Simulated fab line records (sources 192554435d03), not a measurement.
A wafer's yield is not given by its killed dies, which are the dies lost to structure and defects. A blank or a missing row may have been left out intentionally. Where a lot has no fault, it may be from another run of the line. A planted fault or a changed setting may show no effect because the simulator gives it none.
Split-lot trial | flow n5 finfet | route with 1938 steps; 7 lots, 21 wafers read

SPLIT DETAILS
At N5_BEOL_M7_PECVD_70 (deposits SiO2 from TEOS/O2, target thk 20 nm, time 22.7 s), the setting temp c was moved away from the recipe's 400 C on 6 of the 21 wafers read, by -3.1% to +3.5%. The other wafers ran this setting at the recipe's value.

FROM THE SPLIT TO THE READING: what the file shows between them, 3 steps
- N5_BEOL_M7_HM_DEP_02: deposits TiN, target thk 20 nm
- N5_BEOL_M7_COAT_59: time 60 s, resist thk 100 nm
- N5_BEOL_M7_STRIP_80: strips in N2/H2, time 10 s

THE READING
SiO2_of_BEOL_M7_PECVD_70.thk nm (the simulator's own value, which no gauge read), in nm, at N5_BEOL_M7_HM_STRIP_39 (strips TiN in peroxide tin strip, target depth 25 nm, time 158 s). The file does not state a usual value for it. Across the 15 wafers here that went through the recipe, the average is 19.8 nm and the standard deviation 0.22 nm.

wafer  | tool, chamber at the split | temp c as run, C | against the recipe | SiO2_of_BEOL_M7_PECVD_70.thk nm, nm | against lot-mates on the recipe
L076.1 | pecvd-01, 1                | 387.7            | -3.1%              | 21                                  | +1.5
L076.3 | pecvd-01, 0                | 400              | recipe             | 19.4                                | -
L076.6 | pecvd-01, 2                | 400              | recipe             | 19.6                                | -
L080.2 | pecvd-01, 1                | 388.8            | -2.8%              | 21.2                                | +1.4
L080.4 | pecvd-01, 0                | 400              | recipe             | 19.8                                | -
L080.6 | pecvd-01, 1                | 388.8            | -2.8%              | 21.6                                | +1.8
L079.2 | pecvd-04, 0                | 411.8            | +3.0%              | 17.6                                | -2.4
L079.3 | pecvd-04, 1                | 400              | recipe             | 20                                  | -
L079.5 | pecvd-04, 1                | 411.8            | +3.0%              | 18.4                                | -1.6
L084.3 | pecvd-03, 0,2,1            | 400              | recipe             | 19.8                                | -
L084.4 | pecvd-03, 0,2,1            | 400              | recipe             | 19.8                                | -
L084.6 | pecvd-03, 0,2,1            | 400              | recipe             | 20                                  | -
L088.2 | pecvd-03, 1,0              | 400              | recipe             | 20                                  | -
L088.4 | pecvd-03, 1,0              | 400              | recipe             | 20.2                                | -
L088.6 | pecvd-03, 1                | 413.9            | +3.5%              | 18.4                                | -1.7
L094.1 | pecvd-03, 0                | 400              | recipe             | 19.8                                | -
L094.3 | pecvd-03, 0                | 400              | recipe             | 19.8                                | -
L094.5 | pecvd-03, 2                | 400              | recipe             | 19.6                                | -
L097.1 | pecvd-03, 0                | 400              | recipe             | 19.8                                | -
L097.2 | pecvd-03, 2                | 400              | recipe             | 19.4                                | -
L097.6 | pecvd-03, 0                | 400              | recipe             | 20                                  | -
The file does not say which wafer passed through which chamber wherever a row lists several chambers: such a row stands for several wafers.

THE FIT
A straight line over all 21 wafers: SiO2_of_BEOL_M7_PECVD_70.thk nm changes by -0.515 nm for each +1% of temp c; r = -0.95; the points scatter about the line by 0.29 nm.
The same after taking each lot's own level away (the mean of its wafers on the recipe; 21 wafers): -0.572 nm for each +1%; r = -0.97; scatter 0.23 nm.
According to that fit, moving temp c by its largest amount changes the reading by 2 nm.
Across the lots, their own levels run from 19.50 to 20.10 nm, a range of 2.7 times the standard deviation given above.
So the slope is not independent of the lot-to-lot level: the two fits are not the same.
Check: for one of the wafers moved furthest among these (+3.5%), held out of the fit, the line's prediction against its lot-mates is -2.13 nm. Against them it came out at -1.7 nm.

OTHER SPLITS ON THESE WAFERS
These wafers also went through other splits before the reading. Each is held against what the fit with the lots' levels taken away leaves over:
other split on the same wafers | wafers away from the commonest value | r with SiO2_of_BEOL_M7_PECVD_70.thk nm (lot level and that fit taken away)
N5_BEOL_M5_COAT_22 spin rpm    | 9                                    | -0.01
N5_BEOL_M6_COAT_59 spin rpm    | 7                                    | +0.21
N5_BEOL_M7_ILD_DEP_00 temp c   | 7                                    | -0.11

THE WHOLE CHAIN: every reading that the file lists as answering this split, in the file's order
step                   | what it does                                                     | reading                                                                          | change (the file's fit)               | r (the file's)
N5_BEOL_M7_PECVD_70    | deposits SiO2 from TEOS/O2, target thk 20 nm, time 22.7 s        | SiO2_of_BEOL_M7_PECVD_70.thk nm (the simulator's own value, which no gauge read) | -0.558 nm for each +1% of the setting | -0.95
N5_BEOL_M7_HM_STRIP_39 | strips TiN in peroxide tin strip, target depth 25 nm, time 158 s | SiO2_of_BEOL_M7_PECVD_70.thk nm (the simulator's own value, which no gauge read) | -0.549 nm for each +1% of the setting | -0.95

FILE'S OWN FIT
SiO2_of_BEOL_M7_PECVD_70.thk nm changes by -0.549 nm for each +1% of temp c, r = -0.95.
